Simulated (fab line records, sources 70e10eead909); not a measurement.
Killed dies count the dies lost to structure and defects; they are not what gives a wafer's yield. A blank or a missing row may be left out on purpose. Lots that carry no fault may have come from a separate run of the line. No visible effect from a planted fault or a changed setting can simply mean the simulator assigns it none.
fab line records	flow nand-harc
[record] lots = 24	wafers = 72	last-day = 25
route steps=1159 shown P_BONDPAD@369 A_ONON_D1@433 A_CHANNEL_FILL_D1@492
lots that met no fault: from a run of the same line without faults
start-h: start of the lot's first displayed wafer, in hours after the record's first day	wait-h: hours elapsed since this lot's preceding step	" repeats the value in the row above	L1.1+2: a row that stands for several wafers	- value missing, or start not given	* or withheld: withheld	< > ~ a bound
route shown NAME@n: NAME is a module with steps in the file, n the number in the route of the first one	usual: mean/standard deviation taken from wafers without a fault	same: alike in all rows	chamber/n: place in a boat	sites: each site's reading	_std_site: standard deviation across them	_edge_site: outer sites' mean less inner sites'	radius-mm: for every site, how far away it sits from the centre of the wafer	mask NAME#n: copy n	behind: the last tool/chamber to shape the wafer	hold: why the lot went on hold/how many hours it stayed there/how the hold came to an end	device: transistor that didn't switch, given as n, p or np	end of line: the same wafers' tests at the end of the route	a step without rows: its recipe alone	killed: not the wafer's yield, but the dies lost to structure and defects at the first sort	map: shows each die of a wafer: x if killed, . if not, _ if none is there
set.NAME: the setting the step ran with; set.NAME@STEP: the setting that earlier step ran with	model.NAME: the simulator's own value behind a step, which no gauge read
steps of the route over a sample of lots; a table a step, a row a wafer
services: when a tool's chamber went out of use (start-h, in hours from the record's first day, below 0 if earlier), for how many hours, and the reason
[[steps]]
[step NHARC_P_BONDPAD_ETCH_12]
[recipe] target-depth-a = 2000	time-s = 100	chf3-flow-sccm = 50	o2-flow-sccm = 10	ar-flow-sccm = 200	rf-w = 500	bias-w = 200	chemistry = CHF3/O2
[usual] drypump-motor-current-A = 5.7/0.35	oes-product-au = 0.941/0.026	rf-fwd-power-W = 496.5/1.6	rf-vpp-V = 371.4/2	showerhead-plenum-p-Torr = 2.44/0.093	throttle-valve-pct = 20.572/0.0096
lot.wafer	tool	chamber	start-h	wait-h	drypump-motor-current-A	oes-product-au	rf-fwd-power-W	rf-hours-counter-h	rf-vpp-V	showerhead-plenum-p-Torr	throttle-valve-pct
L074.2	rie-diel-04	1	-	-	5.7	0.965	498.1	0	372.0	2.45	20.577
L074.4	"	2	"	"	5.4	0.992	495.0	0	372.3	2.45	20.571
L074.6	"	0	"	"	6.1	0.994	494.5	-	374.4	2.58	20.572
L075.4	rie-diel-04	2	-	-	5.4	0.973	496.0	1	372.2	2.45	20.589
L075.6	"	2	"	"	5.4	0.990	498.2	-	371.2	2.45	20.565
L075.5	"	3	"	"	5.8	0.964	498.1	-	373.2	2.45	20.566
L076.1	rie-diel-08	0	-	-	5.4	0.960	492.1	5	368.3	2.32	20.556
L076.4	"	3	"	"	5.3	0.956	497.5	5	367.3	2.26	20.577
L076.6	"	1	"	"	6.0	0.972	498.9	-	368.4	2.28	20.578
L077.3	rie-diel-08	1	-	-	6.0	0.996	498.5	8	368.9	2.28	20.576
L077.5	"	0	"	"	5.4	0.997	497.2	-	369.3	2.32	20.563
L077.6	"	1	"	"	6.0	1.000	497.2	-	367.6	2.28	20.563
L078.3	rie-diel-04	0	-	-	6.2	0.927	498.2	4	375.5	2.57	20.577
L078.5	"	3	"	"	5.9	0.923	498.4	-	371.6	2.44	20.580
L078.6	"	0	"	"	6.1	0.935	495.6	-	374.1	2.57	20.577
L079.1	rie-diel-04	1	-	-	5.7	0.910	497.1	3	372.4	2.45	20.573
L079.2	"	0	"	"	6.1	0.929	494.3	4	374.0	2.57	20.563
L079.5	"	1	"	"	5.7	0.902	494.3	-	372.3	2.45	20.569
L080.1	rie-diel-04	3	-	-	5.8	0.920	498.0	5	372.4	2.44	20.585
L080.3	"	0	"	"	6.2	0.926	495.0	5	372.6	2.57	20.563
L080.2	"	1	"	"	5.7	0.902	497.5	4	371.9	2.45	20.573
L082.3	rie-diel-04	1	-	-	5.7	0.906	495.7	4	373.0	2.45	20.571
L082.4	"	0	"	"	6.2	0.923	492.0	5	374.4	2.57	20.571
L082.5	"	2	"	"	5.4	0.927	495.4	-	372.6	2.45	20.585
L081.1	rie-diel-04	3	-	-	5.8	0.976	496.8	6	371.4	2.44	20.572
L081.4	"	1	"	"	5.7	0.941	496.6	4	370.3	2.45	20.575
L081.5	"	0	"	"	6.2	0.968	494.6	-	373.9	2.57	20.576
L083.3	rie-diel-08	2	-	-	5.0	0.915	498.8	20	368.0	2.30	20.576
L083.2	"	3	"	"	5.3	0.924	496.3	21	367.9	2.25	20.568
L083.5	"	3	"	"	5.3	0.929	497.0	-	367.0	2.25	20.571
L085.3	rie-diel-04	3	-	-	5.8	0.937	494.0	7	371.1	2.44	20.571
L085.2	"	0	"	"	6.2	0.934	496.4	7	371.8	2.57	20.575
L085.1	"	1	"	"	5.7	0.911	493.9	6	372.2	2.44	20.590
L084.2	rie-diel-05	0	-	-	5.4	0.953	497.9	5	368.8	2.32	20.580
L084.1	"	1	"	"	6.5	0.966	497.2	6	372.6	2.54	20.575
L084.6	"	2	"	"	6.1	0.974	497.4	-	370.5	2.36	20.594
L087.4	rie-diel-04	2	-	-	5.4	0.934	495.2	8	370.8	2.45	20.569
L087.1	"	1	"	"	5.7	0.921	497.6	7	371.0	2.45	20.561
L087.6	"	3	"	"	5.8	0.918	497.3	-	371.7	2.44	20.556
L086.1	rie-diel-05	0	-	-	5.4	0.958	498.4	10	369.1	2.32	20.584
L086.2	"	1	"	"	6.5	0.951	499.5	11	372.8	2.54	20.550
L086.6	"	2	"	"	6.1	0.970	496.9	-	369.2	2.36	20.570
L088.1	rie-diel-04	0	-	-	6.1	0.924	494.6	8	373.9	2.57	20.551
L088.3	"	1	"	"	5.7	0.925	496.7	7	371.0	2.44	20.566
L088.5	"	1	"	"	5.7	0.916	496.0	-	371.7	2.44	20.569
L090.2	rie-diel-04	1	-	-	5.7	0.963	496.2	8	372.0	2.44	20.571
L090.3	"	2	"	"	5.4	0.972	497.0	9	370.3	2.45	20.572
L090.6	"	1	"	"	5.7	0.961	493.8	-	373.0	2.44	20.571
L089.4	rie-diel-04	2	-	-	5.4	0.930	497.5	10	371.2	2.45	20.563
L089.1	"	3	"	"	5.8	0.921	496.7	11	371.5	2.44	20.572
L089.5	"	1	"	"	5.7	0.904	497.5	-	373.7	2.44	20.571
L092.3	rie-diel-04	3	-	-	5.8	0.911	498.0	11	371.9	2.44	20.567
L092.5	"	0	"	"	6.2	0.934	496.0	-	373.5	2.57	20.574
L092.6	"	1	"	"	5.7	0.915	497.7	-	369.5	2.44	20.568
L091.3	rie-diel-04	2	-	-	5.4	0.928	495.8	11	370.8	2.44	20.572
L091.2	"	3	"	"	5.8	0.903	496.1	11	372.7	2.44	20.558
L091.5	"	3	"	"	5.8	0.924	496.8	-	371.3	2.44	20.567
L093.4	rie-diel-08	2	-	-	5.0	0.942	499.0	40	367.8	2.29	20.580
L093.2	"	0	"	"	5.4	0.949	495.3	39	368.7	2.30	20.574
L093.5	"	2	"	"	5.0	0.939	500.4	-	368.7	2.29	20.566
L094.2	rie-diel-04	2	-	-	5.4	0.934	498.1	12	372.7	2.44	20.575
L094.3	"	3	"	"	5.8	0.919	496.2	12	372.3	2.44	20.572
L094.5	"	1	"	"	5.7	0.908	495.4	-	370.9	2.44	20.568
L095.3	rie-diel-04	1	-	-	5.7	0.919	494.1	12	371.6	2.44	20.562
L095.1	"	3	"	"	5.8	0.909	497.4	12	370.5	2.44	20.563
L095.5	"	1	"	"	5.7	0.905	497.0	-	372.4	2.44	20.572
L096.3	rie-diel-05	0	-	-	5.4	0.959	495.7	31	368.6	2.31	20.557
L096.6	"	1	"	"	6.5	0.994	496.8	-	372.4	2.53	20.565
L096.5	"	2	"	"	6.1	0.986	497.5	-	371.5	2.35	20.591
L097.1	rie-diel-04	2	-	-	5.4	0.929	499.5	13	370.2	2.44	20.580
L097.5	"	2	"	"	5.4	0.929	497.9	-	372.6	2.44	20.565
L097.6	"	3	"	"	5.8	0.907	497.1	-	372.0	2.44	20.582
[step NHARC_P_BONDPAD_STRIP_15]
[recipe] o2-flow-sccm = 500	ar-flow-sccm = 0	bias-w = 0	chemistry = O2
[usual] drypump-motor-current-A = 5.8/0.34	oes-product-au = 0.997/0.014	rf-vpp-V = 58.0/0.93	showerhead-plenum-p-Torr = 3.59/0.13	throttle-valve-pct = 17.035/0.0082
lot.wafer	tool	chamber	start-h	wait-h	drypump-motor-current-A	oes-product-au	rf-hours-counter-h	rf-vpp-V	showerhead-plenum-p-Torr	throttle-valve-pct
L074.4	rie-diel-04	2	125.35	0.1	5.4	0.991	0	58.9	3.60	17.035
L074.2	"	3	"	"	5.8	0.982	1	57.7	3.59	17.039
L074.6	"	1	"	"	5.7	0.975	-	57.4	3.59	17.039
L075.4	rie-diel-04	2	137.56	0.1	5.4	1.004	2	58.7	3.59	17.046
L075.5	"	1	"	"	5.7	0.973	-	58.6	3.59	17.034
L075.6	"	2	"	"	5.4	1.002	-	58.8	3.60	17.039
L076.1	rie-diel-04	3	144.38	0.1	5.8	0.983	3	57.0	3.59	17.030
L076.4	"	0	"	"	6.2	1.011	3	59.2	3.78	17.035
L076.6	"	1	"	"	5.7	0.980	-	59.2	3.59	17.042
L077.3	rie-diel-08	3	149.99	0.1	5.3	1.015	7	58.2	3.32	17.053
L077.5	"	0	"	"	5.4	1.024	-	57.0	3.41	17.017
L077.6	"	1	"	"	6.0	1.024	-	57.9	3.35	17.033
L078.3	rie-diel-04	1	153.73	0.1	5.7	0.976	3	57.9	3.59	17.048
L078.6	"	1	"	"	5.7	0.975	-	58.5	3.59	17.030
L078.5	"	2	"	"	5.4	1.007	-	58.3	3.59	17.039
L079.2	rie-diel-05	1	159.71	0.1	6.5	1.002	61	58.3	3.73	17.043
L079.1	"	2	"	"	6.1	1.016	61	58.8	3.47	17.027
L079.5	"	3	"	"	5.7	1.001	-	58.1	3.44	17.034
L080.1	rie-diel-08	1	170.22	0.1	6.0	1.026	15	55.4	3.35	17.037
L080.2	"	2	"	"	5.0	0.984	16	58.4	3.38	17.026
L080.3	"	3	"	"	5.3	1.007	16	56.0	3.32	17.051
L082.4	rie-diel-04	3	177.17	0.1	5.8	0.996	6	56.7	3.59	17.036
L082.3	"	1	"	"	5.7	0.977	4	57.6	3.59	17.032
L082.5	"	0	"	"	6.2	1.003	-	59.3	3.77	17.030
L081.4	rie-diel-04	2	178.12	0.1	5.4	1.002	5	58.0	3.59	17.041
L081.1	"	3	"	"	5.8	0.988	6	59.9	3.59	17.042
L081.5	"	2	"	"	5.4	0.999	-	55.9	3.59	17.026
L083.3	rie-diel-04	2	178.76	0.1	5.4	0.999	5	57.2	3.59	17.042
L083.2	"	3	"	"	5.9	0.997	6	59.1	3.59	17.041
L083.5	"	0	"	"	6.1	1.009	-	59.4	3.77	17.025
L085.2	rie-diel-04	0	189.80	0.1	6.2	1.015	7	57.1	3.77	17.035
L085.3	"	2	"	"	5.4	1.009	7	57.9	3.59	17.037
L085.1	"	3	"	"	5.9	0.997	7	58.4	3.59	17.044
L084.2	rie-diel-08	2	190.14	0.1	5.0	0.977	21	57.2	3.38	17.032
L084.1	"	1	"	"	6.0	1.027	20	58.4	3.35	17.030
L084.6	"	3	"	"	5.3	1.014	-	57.6	3.31	17.044
L087.4	rie-diel-04	3	203.56	0.1	5.8	0.987	8	59.2	3.59	17.045
L087.1	"	0	"	"	6.2	1.011	8	59.8	3.77	17.041
L087.6	"	3	"	"	5.8	0.999	-	58.0	3.59	17.046
L086.1	rie-diel-05	0	203.80	0.1	5.4	0.987	10	58.0	3.41	17.044
L086.2	"	2	"	"	6.1	1.012	12	58.8	3.46	17.033
L086.6	"	0	"	"	5.4	0.994	-	59.4	3.40	17.034
L088.3	rie-diel-04	0	210.31	0.1	6.2	1.009	8	57.7	3.77	17.032
L088.1	"	1	"	"	5.7	0.985	7	57.4	3.59	17.037
L088.5	"	3	"	"	5.8	0.984	-	57.4	3.59	17.050
L090.3	rie-diel-04	2	216.68	0.1	5.4	0.997	9	58.3	3.59	17.025
L090.2	"	1	"	"	5.7	0.981	8	57.0	3.59	17.053
L090.6	"	2	"	"	5.4	1.001	-	58.1	3.59	17.032
L089.4	rie-diel-04	3	230.63	0.1	5.8	0.983	11	57.6	3.59	17.042
L089.1	"	1	"	"	5.7	0.981	10	58.8	3.59	17.046
L089.5	"	2	"	"	5.4	1.002	-	56.7	3.59	17.025
L092.3	rie-diel-04	2	231.95	0.1	5.4	0.998	11	58.8	3.59	17.038
L092.5	"	0	"	"	6.2	1.005	-	57.9	3.77	17.034
L092.6	"	1	"	"	5.7	0.981	-	57.0	3.59	17.038
L091.2	rie-diel-04	0	234.13	0.1	6.2	1.004	11	58.6	3.77	17.036
L091.3	"	2	"	"	5.4	1.007	11	58.6	3.59	17.025
L091.5	"	1	"	"	5.7	0.987	-	56.3	3.59	17.031
L093.2	rie-diel-05	1	243.17	0.1	6.5	1.001	29	57.9	3.71	17.034
L093.4	"	2	"	"	6.1	1.014	30	56.7	3.45	17.024
L093.5	"	2	"	"	6.1	1.007	-	57.8	3.45	17.053
L094.2	rie-diel-04	0	246.16	0.1	6.2	1.008	12	60.6	3.77	17.052
L094.3	"	3	"	"	5.8	0.980	12	56.9	3.59	17.032
L094.5	"	0	"	"	6.1	0.994	-	57.8	3.77	17.028
L095.1	rie-diel-04	3	255.57	0.1	5.8	0.989	12	59.6	3.58	17.034
L095.3	"	0	"	"	6.2	1.003	13	59.3	3.77	17.031
L095.5	"	2	"	"	5.4	0.994	-	58.3	3.59	17.035
L096.3	rie-diel-04	3	261.54	0.1	5.8	0.977	13	58.1	3.58	17.020
L096.5	"	3	"	"	5.8	0.982	-	59.4	3.58	17.038
L096.6	"	0	"	"	6.2	1.002	-	58.4	3.77	17.027
L097.1	rie-diel-04	1	261.75	0.1	5.7	0.970	13	58.4	3.59	17.035
L097.6	"	0	"	"	6.2	0.999	-	59.1	3.77	17.036
L097.5	"	1	"	"	5.7	0.967	-	57.7	3.59	17.024
[step NHARC_P_BONDPAD_PRE_CLEAN_26]
[recipe] time-s = 30	temp-c = 280	gas = H2/He
[usual] heater-power-w = 425/35
lot.wafer	tool	chamber	start-h	wait-h	heater-power-w
L074.4	pvd-sputter-02	-	-	-	386
L074.2	"	-	"	"	351
L074.6	"	-	"	"	437
L075.4	pvd-sputter-02	-	-	-	388
L075.5	"	-	"	"	353
L075.6	"	-	"	"	428
L076.1	pvd-sputter-02	-	-	-	429
L076.4	"	-	"	"	379
L076.6	"	-	"	"	383
L077.3	pvd-sputter-01	-	-	-	442
L077.6	"	-	"	"	434
L077.5	"	-	"	"	445
L078.3	pvd-sputter-01	-	-	-	452
L078.6	"	-	"	"	436
L078.5	"	-	"	"	442
L079.2	pvd-sputter-02	-	-	-	388
L079.1	"	-	"	"	356
L079.5	"	-	"	"	387
L080.3	pvd-sputter-01	-	-	-	436
L080.2	"	-	"	"	412
L080.1	"	-	"	"	427
L082.3	pvd-sputter-02	-	-	-	426
L082.4	"	-	"	"	388
L082.5	"	-	"	"	428
L081.1	pvd-sputter-01	-	-	-	432
L081.4	"	-	"	"	453
L081.5	"	-	"	"	422
L083.2	pvd-sputter-03	-	-	-	391
L083.3	"	-	"	"	470
L083.5	"	-	"	"	410
L085.3	pvd-sputter-03	-	-	-	483
L085.2	"	-	"	"	397
L085.1	"	-	"	"	462
L084.2	pvd-sputter-03	-	-	-	480
L084.1	"	-	"	"	467
L084.6	"	-	"	"	476
L087.4	pvd-sputter-02	-	-	-	392
L087.1	"	-	"	"	425
L087.6	"	-	"	"	388
L086.1	pvd-sputter-03	-	-	-	466
L086.2	"	-	"	"	391
L086.6	"	-	"	"	452
L088.3	pvd-sputter-01	-	-	-	407
L088.1	"	-	"	"	433
L088.5	"	-	"	"	407
L090.3	pvd-sputter-03	-	-	-	463
L090.2	"	-	"	"	422
L090.6	"	-	"	"	397
L089.1	pvd-sputter-03	-	-	-	497
L089.4	"	-	"	"	451
L089.5	"	-	"	"	389
L092.3	pvd-sputter-01	-	-	-	425
L092.5	"	-	"	"	419
L092.6	"	-	"	"	415
L091.3	pvd-sputter-03	-	-	-	469
L091.2	"	-	"	"	422
L091.5	"	-	"	"	475
L093.2	pvd-sputter-03	-	-	-	413
L093.4	"	-	"	"	469
L093.5	"	-	"	"	409
L094.2	pvd-sputter-01	-	-	-	413
L094.3	"	-	"	"	448
L094.5	"	-	"	"	426
L095.3	pvd-sputter-03	-	-	-	388
L095.1	"	-	"	"	470
L095.5	"	-	"	"	389
L096.3	pvd-sputter-03	-	-	-	412
L096.6	"	-	"	"	399
L096.5	"	-	"	"	462
L097.1	pvd-sputter-03	-	-	-	456
L097.5	"	-	"	"	485
L097.6	"	-	"	"	398
[step NHARC_A_ONON_D1_THK_MEAS_14]
[recipe] thk-meas-gauge = ellipsometry
[usual] thk-nm = 1000/12
lot.wafer	tool	chamber	start-h	wait-h	thk-nm
L074.2	film-metro-02	-	154.23	-	1019
L074.4	"	-	"	"	1019
L074.6	"	-	"	"	1018
L075.4	film-metro-01	-	166.07	-	1003
L075.5	"	-	"	"	1004
L075.6	"	-	"	"	1006
L076.1	film-metro-01	-	172.59	-	1009
L076.4	"	-	"	"	1009
L076.6	"	-	"	"	1010
L077.3	film-metro-02	-	178.52	-	986
L077.5	"	-	"	"	988
L077.6	"	-	"	"	986
L078.3	film-metro-01	-	182.81	-	1011
L078.5	"	-	"	"	1012
L078.6	"	-	"	"	1010
L079.1	film-metro-01	-	188.72	-	1007
L079.2	"	-	"	"	1008
L079.5	"	-	"	"	1006
L080.1	film-metro-01	-	201.09	-	984
L080.2	"	-	"	"	985
L080.3	"	-	"	"	984
L081.1	film-metro-01	-	207.43	-	993
L081.4	"	-	"	"	992
L081.5	"	-	"	"	995
L083.2	film-metro-01	-	207.58	-	1012
L083.3	"	-	"	"	1011
L083.5	"	-	"	"	1010
L082.3	film-metro-01	-	207.82	-	991
L082.4	"	-	"	"	992
L082.5	"	-	"	"	989
L085.1	film-metro-01	-	218.26	-	998
L085.2	"	-	"	"	1000
L085.3	"	-	"	"	999
L084.1	film-metro-01	-	218.39	-	1001
L084.2	"	-	"	"	999
L084.6	"	-	"	"	1000
L087.1	film-metro-02	-	234.54	-	989
L087.4	"	-	"	"	991
L087.6	"	-	"	"	988
L086.1	film-metro-01	-	234.55	-	1022
L086.2	"	-	"	"	1021
L086.6	"	-	"	"	1022
L088.1	film-metro-02	-	238.84	-	987
L088.3	"	-	"	"	987
L088.5	"	-	"	"	986
L090.2	film-metro-02	-	245.24	-	1007
L090.3	"	-	"	"	1009
L090.6	"	-	"	"	1008
L092.3	film-metro-02	-	262.46	-	993
L092.5	"	-	"	"	994
L092.6	"	-	"	"	996
L091.2	film-metro-01	-	262.46	-	993
L091.3	"	-	"	"	989
L091.5	"	-	"	"	993
L089.1	film-metro-02	-	262.47	-	1013
L089.4	"	-	"	"	1011
L089.5	"	-	"	"	1012
L094.2	film-metro-02	-	275.56	-	994
L094.3	"	-	"	"	994
L094.5	"	-	"	"	995
L093.2	film-metro-01	-	275.57	-	984
L093.4	"	-	"	"	983
L093.5	"	-	"	"	984
L095.1	film-metro-02	-	286.38	-	978
L095.3	"	-	"	"	978
L095.5	"	-	"	"	979
L097.1	film-metro-01	-	290.58	-	1021
L097.5	"	-	"	"	1022
L097.6	"	-	"	"	1021
L096.3	film-metro-02	-	290.59	-	994
L096.5	"	-	"	"	998
L096.6	"	-	"	"	998
[step NHARC_A_ONON_D1_DEP_33]
[recipe] target-thk-a = 2000	temp-c = 400	pressure-torr = 6.5	rf-w = 900	teos-flow-sccm = 161.4	flow-sccm = 2650	target-thk-nm = 200	gas = O2	material = SiO2
[usual] heater-power-w = 566/89	rf-fwd-power-W = 898.2/2.8	throttle-valve-pct = 16.2/0.35
lot.wafer	tool	chamber	start-h	wait-h	heater-power-w	rf-fwd-power-W	throttle-valve-pct
L074.2	pecvd-01	1	165.02	0.7	453	898.6	16.8
L074.4	"	0	"	"	537	899.6	16.5
L074.6	"	1	"	"	477	897.6	16.6
L075.4	pecvd-04	1	178.98	0.2	703	899.6	16.0
L075.6	"	2	"	"	479	901.4	15.5
L075.5	"	0	"	"	579	901.1	16.4
L076.1	pecvd-04	0	183.43	0.1	586	898.7	16.1
L076.4	"	1	"	"	585	893.3	16.1
L076.6	"	2	"	"	487	897.9	15.9
L077.3	pecvd-02	1	192.04	0.1	604	897.0	16.2
L077.5	"	2	"	"	636	894.2	16.3
L077.6	"	0	"	"	552	897.8	16.6
L078.3	pecvd-04	2	192.32	0.3	433	899.6	16.1
L078.6	"	1	"	"	683	896.8	16.1
L078.5	"	2	"	"	444	895.4	16.2
L079.1	pecvd-02	0	200.00	0.1	503	898.0	16.5
L079.2	"	2	"	"	561	902.3	16.0
L079.5	"	2	"	"	554	891.8	16.3
L080.3	pecvd-04	1	212.93	0.1	766	900.3	15.6
L080.1	"	2	"	"	415	905.6	15.9
L080.2	"	0	"	"	674	896.9	16.2
L081.1	pecvd-02	1	216.83	0.1	577	898.2	16.6
L081.4	"	2	"	"	580	900.0	15.9
L081.5	"	0	"	"	618	897.1	16.7
L082.3	pecvd-02	2	217.20	0.3	570	892.3	16.0
L082.4	"	1	"	"	503	899.7	16.4
L082.5	"	2	"	"	577	900.4	16.2
L083.3	pecvd-04	2	217.34	0.3	489	893.7	16.1
L083.2	"	1	"	"	765	899.5	15.7
L083.5	"	1	"	"	741	893.3	15.5
L084.1	pecvd-02	2	227.73	0.1	576	901.7	16.1
L084.2	"	1	"	"	505	901.7	16.5
L084.6	"	1	"	"	536	900.8	16.2
L085.3	pecvd-01	0	227.76	0.1	516	900.7	16.3
L085.1	"	1	"	"	410	898.7	16.8
L085.2	"	2	"	"	500	904.8	16.9
L086.1	pecvd-02	0	244.11	0.1	520	899.4	16.3
L086.2	"	1	"	"	610	901.6	16.5
L086.6	"	2	"	"	549	899.0	16.0
L087.1	pecvd-04	2	244.43	0.1	464	897.2	16.0
L087.6	"	1	"	"	711	892.6	15.4
L087.4	"	0	"	"	558	898.1	16.0
L090.3	pecvd-01	0	252.42	0.1	612	898.7	15.8
L090.2	"	1	"	"	449	897.2	16.4
L090.6	"	1	"	"	468	897.2	16.2
L088.3	pecvd-02	1	252.45	0.1	597	900.1	16.4
L088.1	"	2	"	"	566	899.4	16.0
L088.5	"	0	"	"	662	901.6	16.6
L091.3	pecvd-02	0	271.90	0.1	614	895.9	16.6
L091.2	"	2	"	"	577	894.6	16.3
L091.5	"	1	"	"	612	897.7	16.5
L089.1	pecvd-01	1	271.99	0.1	470	897.9	16.5
L089.4	"	2	"	"	476	896.2	16.5
L089.5	"	0	"	"	510	895.7	15.7
L092.3	pecvd-02	1	272.17	0.3	556	901.1	16.4
L092.6	"	1	"	"	579	902.8	16.6
L092.5	"	2	"	"	529	898.6	16.1
L094.2	pecvd-04	2	285.41	0.1	458	899.1	16.0
L094.3	"	0	"	"	643	899.6	16.1
L094.5	"	0	"	"	668	902.0	16.2
L093.2	pecvd-01	1	285.56	0.2	480	903.8	16.5
L093.5	"	0	"	"	601	895.9	15.7
L093.4	"	2	"	"	461	897.2	16.4
L097.1	pecvd-04	2	297.57	0.1	424	898.6	16.0
L097.5	"	2	"	"	429	897.1	16.0
L097.6	"	0	"	"	708	896.1	16.3
L095.1	pecvd-01	1	297.91	0.3	467	894.3	16.3
L095.3	"	0	"	"	593	899.5	15.8
L095.5	"	1	"	"	468	897.6	16.4
L096.3	pecvd-04	0	298.01	0.1	532	899.3	16.4
L096.6	"	1	"	"	765	901.7	15.8
L096.5	"	2	"	"	410	901.8	15.6
[step NHARC_A_CHANNEL_FILL_D1_ALD_02]
[recipe] target-thk-a = 60	pulse-time-s = 10	ald-cycles = 60	temp-c = 300	material = SiO2
[usual] heater-power-w = 485/57	precursor-pulse-height-rel = 0.999/0.016
[same] ald-cycles = 60
lot.wafer	tool	chamber	start-h	wait-h	heater-power-w	precursor-pulse-height-rel
L074.4	ald-hk-04	1	178.76	-	500	1.007
L074.2	"	2	"	"	446	0.990
L074.6	"	1	"	"	484	1.021
L075.4	ald-hk-02	0	194.82	-	485	1.002
L075.6	"	2	"	"	624	0.992
L075.5	"	3	"	"	488	1.000
L076.4	ald-hk-04	0	197.27	-	444	0.997
L076.1	"	1	"	"	504	0.999
L076.6	"	1	"	"	495	0.990
L077.3	ald-hk-01	0	202.50	-	479	1.004
L077.6	"	0	"	"	481	1.035
L077.5	"	1	"	"	423	0.996
L078.3	ald-hk-01	2	203.28	-	456	1.008
L078.5	"	2	"	"	462	0.977
L078.6	"	3	"	"	430	1.014
L079.1	ald-hk-04	2	210.46	-	413	1.003
L079.2	"	0	"	"	440	1.027
L079.5	"	2	"	"	422	0.998
L080.1	ald-hk-02	1	223.53	-	477	0.977
L080.3	"	2	"	"	637	1.046
L080.2	"	3	"	"	514	1.018
L081.4	ald-hk-02	2	227.74	-	635	1.024
L081.1	"	3	"	"	483	0.989
L081.5	"	2	"	"	633	1.012
L082.4	ald-hk-02	3	229.13	-	496	0.986
L082.3	"	2	"	"	617	0.980
L082.5	"	0	"	"	493	1.009
L083.2	ald-hk-04	0	234.05	-	448	0.986
L083.3	"	2	"	"	413	0.989
L083.5	"	1	"	"	500	1.010
L084.2	ald-hk-02	0	242.27	-	495	1.020
L084.1	"	2	"	"	638	1.001
L084.6	"	3	"	"	494	0.996
L085.2	ald-hk-02	1	242.69	-	470	1.011
L085.3	"	2	"	"	637	1.007
L085.1	"	3	"	"	514	0.972
L086.2	ald-hk-02	3	256.58	-	503	0.999
L086.1	"	2	"	"	642	0.973
L086.6	"	3	"	"	503	1.021
L087.4	ald-hk-04	0	257.72	-	447	0.984
L087.1	"	3	"	"	439	0.979
L087.6	"	1	"	"	480	0.975
L088.1	ald-hk-01	3	267.01	-	434	0.973
L088.3	"	1	"	"	418	0.991
L088.5	"	2	"	"	447	1.025
L090.2	ald-hk-04	1	267.29	-	501	0.987
L090.3	"	2	"	"	421	0.972
L090.6	"	0	"	"	431	0.996
L091.3	ald-hk-02	3	282.40	-	501	1.012
L091.2	"	0	"	"	504	1.007
L091.5	"	0	"	"	492	0.965
L089.4	ald-hk-02	0	282.98	-	490	0.994
L089.1	"	1	"	"	479	1.011
L089.5	"	0	"	"	484	0.997
L092.3	ald-hk-01	1	286.90	0.4	398	1.027
L092.5	"	3	"	"	436	1.014
L092.6	"	0	"	"	455	1.027
L094.3	ald-hk-02	0	296.02	0.1	476	1.005
L094.2	"	3	"	"	504	0.997
L094.5	"	1	"	"	480	0.990
L093.4	ald-hk-02	1	299.16	0.2	475	0.984
L093.2	"	2	"	"	613	0.975
L093.5	"	1	"	"	470	0.969
L097.1	ald-hk-02	3	313.47	-	483	0.970
L097.6	"	3	"	"	497	1.004
L097.5	"	0	"	"	471	0.998
L095.1	ald-hk-02	3	317.75	-	503	1.009
L095.3	"	1	"	"	478	1.008
L095.5	"	3	"	"	514	1.012
L096.3	ald-hk-01	1	323.51	-	414	0.962
L096.5	"	2	"	"	442	1.016
L096.6	"	3	"	"	441	1.005
[[services]]
tool	chamber	start-h	hours	kind
rie-diel-05	-	101.42	4.1	repair
pvd-sputter-03	-	102.00	10.0	pm
ald-hk-02	-	107.12	10.0	pm
rie-diel-08	0	107.52	1.8	repair
rie-diel-04	-	111.90	9.0	pm
pvd-sputter-02	-	118.04	4.2	repair
rie-diel-04	1	129.98	6.6	repair
pecvd-04	0	138.36	8.4	repair
pecvd-02	-	145.32	0.5	repair
pecvd-02	-	153.17	13.0	pm
pvd-sputter-01	-	158.00	10.0	pm
pecvd-04	-	195.23	13.0	pm
pvd-sputter-01	-	212.95	16.6	repair
rie-diel-04	-	226.02	1.5	repair
pecvd-04	-	230.87	0.7	repair
rie-diel-08	0	230.90	4.1	repair
rie-diel-08	2	253.28	3.2	repair
rie-diel-04	2	264.58	4.7	repair
pvd-sputter-03	-	275.09	45.3	repair
ald-hk-02	-	285.12	10.0	pm
rie-diel-08	3	287.17	3.8	repair
rie-diel-04	-	288.90	9.0	pm
pecvd-02	-	291.52	0.6	repair
rie-diel-04	0	317.68	2.6	repair
[[key]]
fault none
